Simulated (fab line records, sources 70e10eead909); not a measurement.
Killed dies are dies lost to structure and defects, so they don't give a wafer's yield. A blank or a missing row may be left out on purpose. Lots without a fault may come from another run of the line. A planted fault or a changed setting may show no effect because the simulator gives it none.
fab line records | flow nand_harc
record lots=24 wafers=72 last_day=34
route steps=1302 shown A_CONTACT@985
lots that met no fault: from a run of the same line without faults
start_h: hours from the record's first day to the start of the lot's first wafer shown | wait_h: hours since the lot's step before | " the same as in the row above | L1.1+2: a row that stands for several wafers | - no value, or no start given | * or withheld: withheld | < > ~ a bound
route shown NAME@n: a module of which the file shows steps, and the number in the route of the first | usual: mean/standard deviation of fault-free wafers | same: alike in all rows | chamber/n: place in a boat | sites: the reading at each site | _std_site: their standard deviation | _edge_site: outer sites' mean less inner sites' | radius_mm: how far each site lies from the wafer's centre | mask NAME#n: copy n | behind: the tool/chamber that last shaped the wafer | hold: why the lot was held/for how many hours/how that ended | device: the transistor (n, p or np) that didn't switch | end of line: the same wafers' tests at the end of the route | a step without rows: its recipe alone | killed: dies lost to structure and defects at the first sort, not the wafer's yield | map: a wafer's dies, x killed, . not, _ none there
set.NAME: the setting as run; set.NAME@STEP: as run at that earlier step | model.NAME: the simulator's own value behind a step, which no gauge read
steps of the route over a sample of lots; a table a step, a row a wafer
services: from which hour (start_h, from the record's first day; less than 0 if before it) a tool's chamber was out of use, for how many hours, and why
## steps
# step NHARC_A_CONTACT_DEP_28
# recipe target_thk_a=70000 temp_c=400 material=aC
# usual susceptor_temp_C=399.94/0.23 throttle_valve_pct=34.999/0.0093
# columns lot.wafer tool chamber start_h wait_h susceptor_temp_C throttle_valve_pct
L075.1 acl_dep-02 0 493.55 1.1 400.33 35.001
L075.2 " 0 " " 400.06 34.994
L075.5 " 0 496.39 3.9 399.81 35.001
L074.2 acl_dep-01 0 494.31 1.7 400.03 34.997
L074.3 " 0 " " 399.91 35.010
L074.4 " 0 " " 399.80 35.003
L076.2 acl_dep-01 0 503.36 0.8 399.54 35.004
L076.3 " 0 " " 399.59 34.984
L076.5 " 0 505.53 2.9 399.41 34.991
L077.3 acl_dep-02 0 529.44 1.5 - 34.994
L077.4 " 0 " " - 35.003
L077.5 " 0 " " - 35.009
L079.1 acl_dep-02 0 536.22 1.3 399.84 34.999
L079.2 " 0 " " 399.72 34.997
L079.4 " 0 538.35 3.4 399.92 35.014
L078.4 acl_dep-01 0 551.82 2.2 399.91 35.001
L078.5 " 0 " " 399.66 35.005
L078.6 " 0 " " 399.45 34.996
L081.1 acl_dep-03 0 557.15 0.7 399.80 34.980
L081.2 " 0 " " 399.88 35.007
L081.5 " 0 559.98 3.5 400.15 35.009
L082.2 acl_dep-01 0 569.82 1.5 399.79 34.997
L082.3 " 0 " " 400.07 34.991
L082.4 " 0 " " 400.35 35.012
L080.3 acl_dep-02 0 572.88 4.5 - 35.010
L080.4 " 0 " " - 35.010
L080.6 " 0 574.97 6.6 - 35.003
L083.2 acl_dep-03 0 576.14 1.8 400.11 35.008
L083.3 " 0 " " 400.00 35.001
L083.6 " 0 578.98 4.6 400.29 34.991
L084.1 acl_dep-02 0 580.79 0.1 399.90 35.002
L084.3 " 0 582.21 1.5 399.82 34.995
L084.6 " 0 584.35 3.6 399.68 34.996
L085.1 acl_dep-01 0 596.87 0.2 - 34.996
L085.3 " 0 598.28 1.6 - 34.984
L085.6 " 0 600.38 3.7 - 34.998
L086.4 acl_dep-03 0 606.07 2.5 399.78 34.991
L086.5 " 0 " " 400.18 34.990
L086.6 " 0 " " 400.12 34.980
L087.2 acl_dep-01 0 606.65 3.0 399.99 34.999
L087.3 " 0 " " 400.09 35.007
L087.4 " 0 " " 400.17 35.014
L088.2 acl_dep-03 0 639.49 0.8 - 34.994
L088.3 " 0 " " - 34.997
L088.5 " 0 641.60 2.9 - 35.015
L089.2 acl_dep-02 0 640.65 1.8 399.80 34.996
L089.4 " 0 642.09 3.2 399.95 34.998
L089.5 " 0 " " 400.37 35.012
L090.1 acl_dep-02 0 655.19 1.4 399.82 35.014
L090.4 " 0 657.32 3.5 400.24 35.009
L090.5 " 0 " " 399.86 35.005
L091.1 acl_dep-01 0 655.36 1.6 400.32 34.985
L091.3 " 0 656.79 3.0 400.04 34.984
L091.5 " 0 658.23 4.4 400.57 34.992
L092.1 acl_dep-01 0 663.96 0.1 399.61 35.009
L092.3 " 0 665.37 1.5 399.97 34.997
L092.5 " 0 666.78 2.9 399.64 35.023
L093.3 acl_dep-02 0 680.38 2.5 399.86 34.997
L093.4 " 0 " " 400.01 34.996
L093.5 " 0 " " 399.83 34.993
L096.1 acl_dep-02 0 687.29 0.1 - 34.982
L096.3 " 0 688.68 1.4 - 35.004
L096.6 " 0 690.76 3.5 - 35.000
L094.2 acl_dep-01 0 687.98 0.8 400.25 35.003
L094.3 " 0 " " 400.12 34.987
L094.4 " 0 " " 400.01 34.981
L095.4 acl_dep-02 0 693.59 3.3 400.18 35.004
L095.5 " 0 " " 399.82 34.999
L095.6 " 0 " " 400.02 35.001
L097.3 acl_dep-02 0 723.10 1.5 400.40 35.003
L097.4 " 0 " " 399.90 34.998
L097.5 " 0 " " 400.34 35.001
# step NHARC_A_CONTACT_ETCH_50
# recipe target_depth_a=1210 time_s=60.5 cf4_flow_sccm=100 chf3_flow_sccm=30 ar_flow_sccm=0 rf_w=500 bias_w=200 chemistry=CF4/CHF3
# usual drypump_motor_current_A=5.8/0.45 oes_product_au=0.948/0.021 rf_vpp_V=370.6/2.7 showerhead_plenum_p_Torr=1.58/0.075 throttle_valve_pct=16.803/0.0092
# columns lot.wafer tool chamber start_h wait_h drypump_motor_current_A oes_product_au rf_hours_counter_h rf_vpp_V showerhead_plenum_p_Torr throttle_valve_pct
L074.2 rie_diel-05 1 - - 6.2 0.934 16 372.6 1.64 16.808
L074.3 " 2 " " 5.8 0.942 17 368.9 1.54 16.799
L074.4 " 3 " " 5.7 0.948 18 370.7 1.60 16.820
L075.2 rie_diel-12 1 - - 6.5 0.929 10 370.0 1.55 16.800
L075.1 " 3 " " 5.7 0.925 15 370.2 1.61 16.800
L075.5 " 1 " " 6.5 0.945 - 369.3 1.55 16.806
L076.2 rie_diel-05 3 - - 5.7 0.954 20 371.6 1.60 16.791
L076.3 " 0 " " 6.0 0.966 19 366.2 1.46 16.813
L076.5 " 2 " " 5.8 0.979 - 369.1 1.54 16.807
L077.4 rie_diel-05 1 - - 6.2 0.964 21 373.1 1.64 16.808
L077.3 " 2 " " 5.9 0.955 22 369.9 1.53 16.800
L077.5 " 0 " " 6.0 0.986 - 366.0 1.46 16.783
L079.4 rie_diel-05 3 - - 5.8 0.957 23 372.3 1.60 16.821
L079.2 " 0 " " 6.0 0.983 22 367.2 1.46 16.803
L079.1 " 1 " " 6.2 0.965 22 373.3 1.64 16.798
L078.4 rie_diel-05 3 - - 5.7 0.971 26 371.2 1.60 16.793
L078.5 " 2 " " 5.8 0.959 - 368.5 1.53 16.806
L078.6 " 3 " " 5.7 0.983 - 371.3 1.60 16.802
L081.2 rie_diel-02 0 - - 5.8 0.913 55 374.7 1.67 16.810
L081.1 " 1 " " 5.0 0.914 53 375.9 1.69 16.811
L081.5 " 0 " " 5.8 0.921 - 374.4 1.67 16.800
L082.4 rie_diel-05 0 - - 6.0 0.971 28 369.5 1.46 16.789
L082.3 " 1 " " 6.2 0.970 27 373.1 1.64 16.817
L082.2 " 3 " " 5.8 0.960 29 370.1 1.60 16.794
L080.4 rie_diel-12 2 - - 5.1 0.928 39 374.0 1.69 16.805
L080.3 " 1 " " 6.5 0.942 37 368.2 1.54 16.799
L080.6 " 3 " " 5.7 0.923 - 371.8 1.61 16.782
L083.2 rie_diel-05 0 - - 6.0 0.972 30 368.0 1.46 16.792
L083.3 " 1 " " 6.2 0.973 29 373.4 1.64 16.807
L083.6 " 3 " " 5.7 0.957 - 372.7 1.60 16.813
L084.1 rie_diel-02 0 - - 5.8 0.976 2 372.6 1.67 16.822
L084.3 " 2 " " 6.6 0.975 2 369.3 1.53 16.797
L084.6 " 3 " " 6.0 0.960 - 368.7 1.51 16.822
L085.3 rie_diel-05 1 - - 6.2 0.941 3 372.4 1.64 16.794
L085.1 " 2 " " 5.8 0.951 1 368.4 1.53 16.812
L085.6 " 2 " " 5.8 0.951 - 368.8 1.53 16.801
L086.4 rie_diel-12 2 - - 5.1 0.934 49 374.0 1.69 16.799
L086.5 " 3 " " 5.7 0.928 - 370.5 1.60 16.793
L086.6 " 0 " " 4.9 0.934 - 366.3 1.46 16.815
L087.2 rie_diel-05 2 - - 5.8 0.965 2 369.0 1.53 16.812
L087.4 " 0 " " 6.0 0.959 4 365.8 1.46 16.803
L087.3 " 1 " " 6.2 0.944 5 374.1 1.64 16.811
L088.3 rie_diel-02 3 - - 5.9 0.921 23 368.2 1.51 16.818
L088.2 " 0 " " 5.8 0.929 21 372.8 1.67 16.812
L088.5 " 3 " " 5.9 0.921 - 368.3 1.51 16.791
L089.4 rie_diel-12 1 - - 6.5 0.967 1 370.0 1.54 16.800
L089.2 " 3 " " 5.7 0.973 0 372.2 1.60 16.814
L089.5 " 1 " " 6.5 0.957 - 369.0 1.54 16.818
L090.1 rie_diel-02 1 - - 5.0 0.950 27 376.5 1.68 16.813
L090.4 " 2 " " 6.6 0.959 29 369.3 1.53 16.802
L090.5 " 1 " " 5.0 0.962 - 373.4 1.68 16.813
L091.1 rie_diel-05 3 - - 5.7 0.940 11 372.0 1.60 16.789
L091.3 " 0 " " 6.0 0.936 11 366.2 1.46 16.816
L091.5 " 1 " " 6.2 0.930 - 372.6 1.64 16.793
L092.3 rie_diel-05 2 - - 5.8 0.944 11 368.3 1.53 16.810
L092.1 " 3 " " 5.8 0.936 13 369.5 1.60 16.802
L092.5 " 1 " " 6.2 0.954 - 372.8 1.64 16.810
L093.3 rie_diel-05 2 - - 5.9 0.954 16 368.6 1.53 16.788
L093.4 " 2 " " 5.9 0.952 - 369.9 1.53 16.794
L093.5 " 0 " " 6.0 0.961 - 367.4 1.46 16.817
L094.2 rie_diel-12 0 - - 4.9 0.923 15 374.4 1.70 16.797
L094.3 " 2 " " 5.1 0.929 18 373.6 1.68 16.803
L094.4 " 0 " " 4.9 0.936 - 373.9 1.70 16.807
L096.3 rie_diel-02 3 - - 5.9 0.920 37 367.2 1.50 16.809
L096.1 " 0 " " 5.8 0.929 35 372.3 1.66 16.806
L096.6 " 1 " " 5.0 0.922 - 374.4 1.68 16.814
L095.4 rie_diel-02 3 - - 5.9 0.913 39 368.2 1.50 16.809
L095.6 " 2 " " 6.5 0.922 - 369.0 1.52 16.805
L095.5 " 3 " " 5.9 0.917 - 369.1 1.50 16.799
L097.4 rie_diel-05 1 727.83 0.4 6.2 0.916 - 372.7 1.63 16.802
L097.3 " 2 " " 5.8 0.936 - 369.0 1.53 16.796
L097.5 " 2 " " 5.8 0.943 - 368.6 1.53 16.798
# step NHARC_A_CONTACT_DEP_85
# recipe target_thk_a=600 target_thk_nm=60 temp_c=400 pressure_torr=3.5 flow_sccm=200 rf_w=350 material=SiON
# usual heater_power_w=735/100 showerhead_vpp_V=1147/57 susceptor_temp_C=400.06/0.24
# columns lot.wafer tool chamber start_h wait_h heater_power_w showerhead_vpp_V susceptor_temp_C
L074.3 pecvd-02 2 521.14 0.9 635 1036 400.28
L074.2 " 1 " " 846 1176 400.41
L074.4 " 0 " " 644 1190 400.25
L075.2 pecvd-02 1 521.81 1.2 810 1177 400.05
L075.1 " 2 " " 599 1025 400.22
L075.5 " 2 " " 611 1040 400.35
L076.3 pecvd-03 0 527.14 0.9 727 1100 400.04
L076.2 " 2 " " 798 1166 400.42
L076.5 " 0 " " 730 1092 399.99
L077.3 pecvd-02 1 552.32 1.0 810 1195 400.15
L077.5 " 0 " " 625 1147 399.83
L077.4 " 1 " " 762 1161 399.98
L079.2 pecvd-02 1 563.18 1.2 769 1165 400.01
L079.1 " 2 " " 668 1039 399.66
L079.4 " 1 " " 773 1188 399.97
L078.4 pecvd-03 1 577.05 0.7 796 1161 399.56
L078.5 " 2 " " 777 1193 400.27
L078.6 " 0 " " 709 1094 399.89
L081.1 pecvd-03 0 582.57 1.5 653 1087 400.20
L081.2 " 1 " " 850 1164 399.95
L081.5 " 2 " " 742 1177 400.27
L082.2 pecvd-01 1 593.54 1.2 975 1144 400.05
L082.3 " 0 " " 541 1249 400.13
L082.4 " 2 " " 697 1230 399.75
L080.3 pecvd-01 2 596.92 0.9 762 1236 400.33
L080.6 " 2 " " 737 1213 400.16
L080.4 " 0 " " 540 1221 400.27
L083.2 pecvd-03 1 598.19 1.2 834 1167 400.08
L083.3 " 2 " " 730 1179 399.99
L083.6 " 0 " " 596 1088 400.20
L084.3 pecvd-02 2 603.89 0.9 643 1036 400.28
L084.1 " 0 " " 664 1143 399.78
L084.6 " 2 " " 644 1034 400.27
L085.1 pecvd-03 0 626.21 1.5 605 1098 400.14
L085.3 " 2 " " 770 1192 400.12
L085.6 " 1 " " 822 1168 400.12
L086.4 pecvd-03 0 631.74 0.7 729 1070 399.76
L086.5 " 1 " " 798 1166 400.61
L086.6 " 2 " " 764 1180 400.32
L087.2 pecvd-01 0 634.12 1.2 574 1260 400.14
L087.3 " 1 " " 1015 1129 400.13
L087.4 " 2 " " 700 1218 400.00
L088.2 pecvd-03 1 663.10 1.2 773 1154 399.94
L088.3 " 0 " " 602 1076 400.08
L088.5 " 0 " " 614 1112 399.69
L089.2 pecvd-02 2 664.82 1.2 538 1049 400.02
L089.4 " 0 " " 713 1167 399.94
L089.5 " 1 " " 837 1190 399.96
L090.1 pecvd-03 1 681.97 1.5 807 1165 399.83
L090.4 " 2 " " 804 1167 399.94
L090.5 " 1 " " 842 1126 400.19
L091.3 pecvd-03 1 683.61 0.9 749 1143 400.04
L091.1 " 2 " " 768 1181 399.97
L091.5 " 0 " " 729 1081 400.25
L092.3 pecvd-01 1 687.20 0.9 974 1173 399.96
L092.1 " 2 " " 705 1230 399.83
L092.5 " 2 " " 710 1229 400.02
L093.3 pecvd-02 0 703.05 0.9 729 1184 399.55
L093.5 " 0 " " 714 1170 399.44
L093.4 " 2 " " 584 1046 400.34
L096.1 pecvd-03 1 710.13 1.5 845 1167 400.03
L096.3 " 2 " " 771 1171 399.93
L096.6 " 0 " " 661 1108 400.19
L094.3 pecvd-03 0 710.41 0.9 713 1077 399.98
L094.2 " 1 " " 742 1155 400.34
L094.4 " 1 " " 759 1154 400.39
L095.5 pecvd-03 0 716.28 0.4 717 1078 400.26
L095.4 " 1 " " 854 1157 400.14
L095.6 " 2 " " 753 1180 400.00
L097.3 pecvd-02 1 751.63 0.9 858 1183 400.60
L097.4 " 1 " " 867 1165 400.17
L097.5 " 0 " " 705 1170 400.01
# step NHARC_A_CONTACT_INSPECT_10
# usual raw_defect_count=93/34
# columns lot.wafer tool chamber start_h wait_h raw_defect_count
L074.2 defect_inspect-02 - 521.98 0.0 20
L074.3 " - " " 23
L074.4 " - " " 28
L075.1 defect_inspect-02 - 522.52 0.0 133
L075.2 " - " " 149
L075.5 " - " " 120
L076.2 defect_inspect-01 - 527.85 0.0 144
L076.3 " - " " 143
L076.5 " - " " 153
L077.3 defect_inspect-02 - 552.98 0.0 73
L077.4 " - " " 54
L077.5 " - " " 50
L079.1 defect_inspect-02 - 563.87 0.0 60
L079.2 " - " " 52
L079.4 " - " " 61
L078.4 defect_inspect-01 - 577.81 0.0 81
L078.5 " - " " 78
L078.6 " - " " 78
L081.1 defect_inspect-01 - 583.41 0.0 69
L081.2 " - " " 67
L081.5 " - " " 53
L082.2 defect_inspect-01 - 594.26 0.0 67
L082.3 " - " " 66
L082.4 " - " " 60
L080.3 defect_inspect-02 - 597.74 0.0 118
L080.4 " - " " 108
L080.6 " - " " 105
L083.2 defect_inspect-02 - 598.88 0.0 84
L083.3 " - " " 91
L083.6 " - " " 83
L084.1 defect_inspect-01 - 604.58 0.0 158
L084.3 " - " " 138
L084.6 " - " " 151
L085.1 defect_inspect-01 - 627.05 0.0 99
L085.3 " - " " 96
L085.6 " - " " 114
L086.4 defect_inspect-01 - 632.50 0.0 73
L086.5 " - " " 60
L086.6 " - " " 71
L087.2 defect_inspect-02 - 634.94 0.0 93
L087.3 " - " " 90
L087.4 " - " " 83
L088.2 defect_inspect-01 - 663.95 0.0 144
L088.3 " - " " 141
L088.5 " - " " 146
L089.2 defect_inspect-01 - 665.55 0.0 117
L089.4 " - " " 80
L089.5 " - " " 96
L090.1 defect_inspect-02 - 682.76 0.0 82
L090.4 " - " " 62
L090.5 " - " " 70
L091.1 defect_inspect-02 - 684.34 0.0 48
L091.3 " - " " 62
L091.5 " - " " 63
L092.1 defect_inspect-02 - 688.05 0.0 102
L092.3 " - " " 112
L092.5 " - " " 131
L093.3 defect_inspect-01 - 703.91 0.0 118
L093.4 " - " " 114
L093.5 " - " " 113
L096.1 defect_inspect-02 - 710.85 0.0 127
L096.3 " - " " 99
L096.6 " - " " 101
L094.2 defect_inspect-02 - 711.23 0.0 77
L094.3 " - " " 86
L094.4 " - " " 75
L095.4 defect_inspect-01 - 717.04 0.0 83
L095.5 " - " " 66
L095.6 " - " " 86
L097.3 defect_inspect-01 - 752.35 0.0 113
L097.4 " - " " 140
L097.5 " - " " 130
# step NHARC_A_CONTACT_ETCH_89
# recipe target_depth_a=2600 over_etch_frac=0.3 time_s=475.3 ion_energy_ev=200 n2_flow_sccm=150 h2_flow_sccm=150 ar_flow_sccm=0 rf_w=400 bias_w=150 chemistry=N2/H2
# usual drypump_motor_current_A=5.9/0.4 oes_product_au=0.994/0.012 rf_vpp_V=430/3 showerhead_plenum_p_Torr=2.03/0.1 throttle_valve_pct=14.172/0.0085
# columns lot.wafer tool chamber start_h wait_h drypump_motor_current_A oes_product_au rf_hours_counter_h rf_vpp_V showerhead_plenum_p_Torr throttle_valve_pct
L074.3 rie_diel-05 0 - - 6.0 1.009 20 427 1.89 14.172
L074.2 " 1 " " 6.2 0.980 19 434 2.14 14.184
L074.4 " 2 " " 5.8 0.998 20 428 1.98 14.168
L075.2 rie_diel-02 0 - - 5.8 0.988 42 433 2.18 14.184
L075.1 " 1 " " 5.0 1.000 39 437 2.20 14.168
L075.5 " 0 " " 5.8 1.004 - 434 2.18 14.186
L076.3 rie_diel-05 0 - - 6.0 1.016 21 428 1.89 14.169
L076.2 " 1 " " 6.2 1.000 20 433 2.14 14.176
L076.5 " 3 " " 5.7 1.005 - 430 2.08 14.185
L077.3 rie_diel-05 3 - - 5.8 1.008 25 431 2.08 14.186
L077.4 " 2 " " 5.9 1.009 26 430 1.98 14.174
L077.5 " 3 " " 5.8 0.997 - 430 2.08 14.173
L079.4 rie_diel-05 3 - - 5.7 0.992 27 431 2.08 14.171
L079.2 " 0 " " 6.0 1.009 26 426 1.88 14.158
L079.1 " 1 " " 6.2 0.989 26 433 2.13 14.177
L078.4 rie_diel-05 0 - - 6.0 1.017 30 426 1.88 14.180
L078.6 " 1 " " 6.2 1.004 - 434 2.13 14.180
L078.5 " 2 " " 5.9 0.996 - 429 1.98 14.179
L081.1 rie_diel-12 1 583.69 - 6.6 0.994 41 430 1.99 14.177
L081.2 " 2 " " 5.1 1.000 42 436 2.20 14.181
L081.5 " 1 " " 6.5 1.004 - 429 1.99 14.171
L082.2 rie_diel-05 1 - - 6.2 0.975 0 432 2.13 14.186
L082.3 " 3 " " 5.7 0.989 0 431 2.08 14.168
L082.4 " 1 " " 6.2 0.981 - 433 2.13 14.172
L080.4 rie_diel-02 1 - - 5.0 1.005 7 434 2.19 14.162
L080.3 " 2 " " 6.6 1.005 10 429 1.98 14.187
L080.6 " 1 " " 5.0 1.008 - 435 2.20 14.176
L083.3 rie_diel-05 3 - - 5.8 0.979 2 431 2.08 14.165
L083.2 " 1 " " 6.2 0.983 2 434 2.13 14.182
L083.6 " 0 " " 6.0 0.992 - 426 1.88 14.163
L084.1 rie_diel-12 3 - - 5.7 0.989 55 431 2.08 14.165
L084.3 " 1 " " 6.5 1.010 51 429 1.99 14.160
L084.6 " 3 " " 5.7 0.994 - 432 2.08 14.165
L085.1 rie_diel-05 2 - - 5.9 0.995 4 428 1.98 14.172
L085.3 " 0 " " 6.0 0.990 7 424 1.88 14.152
L085.6 " 2 " " 5.8 1.002 - 429 1.98 14.181
L086.4 rie_diel-05 1 - - 6.2 0.973 8 433 2.13 14.161
L086.6 " 3 " " 5.8 0.986 - 432 2.07 14.161
L086.5 " 0 " " 6.0 0.993 - 426 1.88 14.175
L087.3 rie_diel-05 3 - - 5.8 0.973 8 431 2.07 14.165
L087.4 " 0 " " 6.0 0.987 8 426 1.88 14.169
L087.2 " 1 " " 6.2 0.972 8 434 2.13 14.191
L088.2 rie_diel-05 3 - - 5.8 0.991 12 432 2.07 14.164
L088.3 " 0 " " 6.0 0.987 11 427 1.88 14.155
L088.5 " 3 " " 5.7 0.980 - 432 2.07 14.169
L089.4 rie_diel-12 0 - - 4.9 1.004 7 435 2.22 14.189
L089.2 " 2 " " 5.1 0.998 8 434 2.20 14.172
L089.5 " 1 " " 6.5 0.999 - 428 1.99 14.173
L090.1 rie_diel-05 2 - - 5.8 0.994 15 427 1.98 14.171
L090.5 " 0 " " 6.0 0.988 - 425 1.88 14.178
L090.4 " 1 " " 6.2 0.989 - 434 2.13 14.169
L091.3 rie_diel-02 2 - - 6.6 0.996 38 428 1.97 14.156
L091.1 " 1 " " 5.0 0.996 36 433 2.18 14.175
L091.5 " 2 " " 6.6 1.004 - 430 1.97 14.175
L092.3 rie_diel-02 3 - - 5.9 0.996 36 430 1.94 14.166
L092.1 " 1 " " 5.0 0.993 38 434 2.18 14.178
L092.5 " 0 " " 5.8 1.004 - 434 2.16 14.177
L093.4 rie_diel-05 1 - - 6.2 0.972 21 433 2.12 14.172
L093.3 " 2 " " 5.8 0.994 19 429 1.97 14.170
L093.5 " 2 " " 5.9 0.988 - 428 1.97 14.162
L096.1 rie_diel-12 1 - - 6.5 0.989 22 428 1.98 14.163
L096.3 " 2 " " 5.1 1.000 28 434 2.19 14.177
L096.6 " 2 " " 5.1 1.006 - 435 2.19 14.161
L094.3 rie_diel-05 2 - - 5.9 0.987 21 427 1.97 14.169
L094.4 " 3 " " 5.7 0.990 20 430 2.07 14.171
L094.2 " 0 " " 6.0 0.981 22 425 1.88 14.160
L095.4 rie_diel-05 1 - - 6.2 0.966 24 432 2.12 14.176
L095.5 " 1 " " 6.2 0.979 - 434 2.12 14.173
L095.6 " 2 " " 5.8 0.995 - 429 1.97 14.163
L097.3 rie_diel-05 1 - - 6.2 0.979 30 433 2.12 14.191
L097.4 " 2 " " 5.9 0.991 27 428 1.97 14.179
L097.5 " 0 " " 6.0 0.998 - 425 1.87 14.176
# step NHARC_A_CONTACT_ETCH_134
# recipe source_w=withheld pressure_mtorr=20 bias_v=withheld time_s=140 target_depth_a=7000 ar_flow_sccm=withheld c4f8_flow_sccm=withheld o2_flow_sccm=withheld chemistry=C4F8/O2/Ar
# columns lot.wafer tool chamber start_h wait_h rf_hours_counter_h
L074.2 har_cap_etch-01 0 523.18 - 2
L074.3 " 0 " " -
L074.4 " 1 " " -
L075.1 har_cap_etch-03 0 523.71 - 48
L075.2 " 1 " " 48
L075.5 " 1 " " -
L076.2 har_cap_etch-02 1 529.04 - 90
L076.3 " 0 " " -
L076.5 " 0 " " -
L077.4 har_cap_etch-01 0 554.25 - -
L077.3 " 1 " " -
L077.5 " 1 " " -
L079.1 har_cap_etch-02 1 565.06 - 95
L079.2 " 0 " " 95
L079.4 " 1 " " -
L078.4 har_cap_etch-02 0 579.22 - -
L078.6 " 0 " " -
L078.5 " 1 " " -
L081.1 har_cap_etch-02 1 584.61 - 100
L081.2 " 0 " " 100
L081.5 " 1 " " -
L082.2 har_cap_etch-01 0 595.66 - 15
L082.4 " 0 " " -
L082.3 " 1 " " -
L080.3 har_cap_etch-03 0 599.28 - -
L080.4 " 1 " " -
L080.6 " 0 " " -
L083.2 har_cap_etch-01 1 600.31 - 17
L083.3 " 1 " " -
L083.6 " 0 " " -
L084.1 har_cap_etch-03 0 605.92 - 63
L084.3 " 0 " " -
L084.6 " 1 " " -
L085.1 har_cap_etch-02 0 628.27 - 110
L085.3 " 1 " " -
L085.6 " 1 " " -
L086.4 har_cap_etch-01 1 633.77 - -
L086.5 " 1 " " -
L086.6 " 0 " " -
L087.2 har_cap_etch-02 1 636.12 - 111
L087.3 " 1 " " -
L087.4 " 0 " " -
L088.2 har_cap_etch-03 1 665.14 - 72
L088.3 " 1 " " -
L088.5 " 1 " " -
L089.2 har_cap_etch-01 1 666.78 - 28
L089.4 " 1 " " -
L089.5 " 1 " " -
L090.1 har_cap_etch-03 1 684.20 - 75
L090.4 " 0 " " -
L090.5 " 1 " " -
L091.1 har_cap_etch-01 1 685.65 - 31
L091.3 " 0 " " -
L091.5 " 0 " " -
L092.1 har_cap_etch-03 0 689.29 - 76
L092.3 " 1 " " -
L092.5 " 0 " " -
L093.4 har_cap_etch-01 0 705.72 - -
L093.3 " 1 " " -
L093.5 " 1 " " -
L096.1 har_cap_etch-03 0 712.20 - 81
L096.3 " 0 " " -
L096.6 " 0 " " -
L094.2 har_cap_etch-01 0 712.47 - 38
L094.4 " 1 " " -
L094.3 " 0 " " -
L095.4 har_cap_etch-02 0 718.29 - -
L095.5 " 0 " " -
L095.6 " 1 " " -
L097.3 har_cap_etch-03 1 753.61 - -
L097.4 " 0 " " -
L097.5 " 0 " " -
## services
# columns tool chamber start_h hours kind
rie_diel-12 1 469.74 9.5 repair
pecvd-03 - 479.78 0.7 repair
har_cap_etch-01 - 497.00 17.0 pm
pecvd-03 0 498.29 20.0 repair
pecvd-02 - 505.33 0.4 repair
rie_diel-02 2 547.77 7.8 repair
pecvd-03 - 548.44 13.0 pm
acl_dep-01 - 554.23 13.0 pm
rie_diel-05 - 583.60 9.0 pm
pecvd-02 - 589.50 13.0 pm
acl_dep-02 - 607.56 13.0 pm
pecvd-02 2 609.37 2.5 repair
pecvd-02 1 612.37 20.8 repair
rie_diel-12 - 625.42 9.0 pm
rie_diel-02 3 640.50 3.0 repair
rie_diel-12 1 689.66 4.9 repair
pecvd-02 - 709.89 1.0 repair
rie_diel-12 0 711.27 4.4 repair
rie_diel-05 0 720.99 14.9 repair
rie_diel-05 3 725.65 6.0 repair
pecvd-03 - 729.54 13.0 pm
acl_dep-01 - 736.97 13.0 pm
rie_diel-12 3 747.75 8.6 repair
rie_diel-02 - 748.48 9.0 pm
## key
fault none
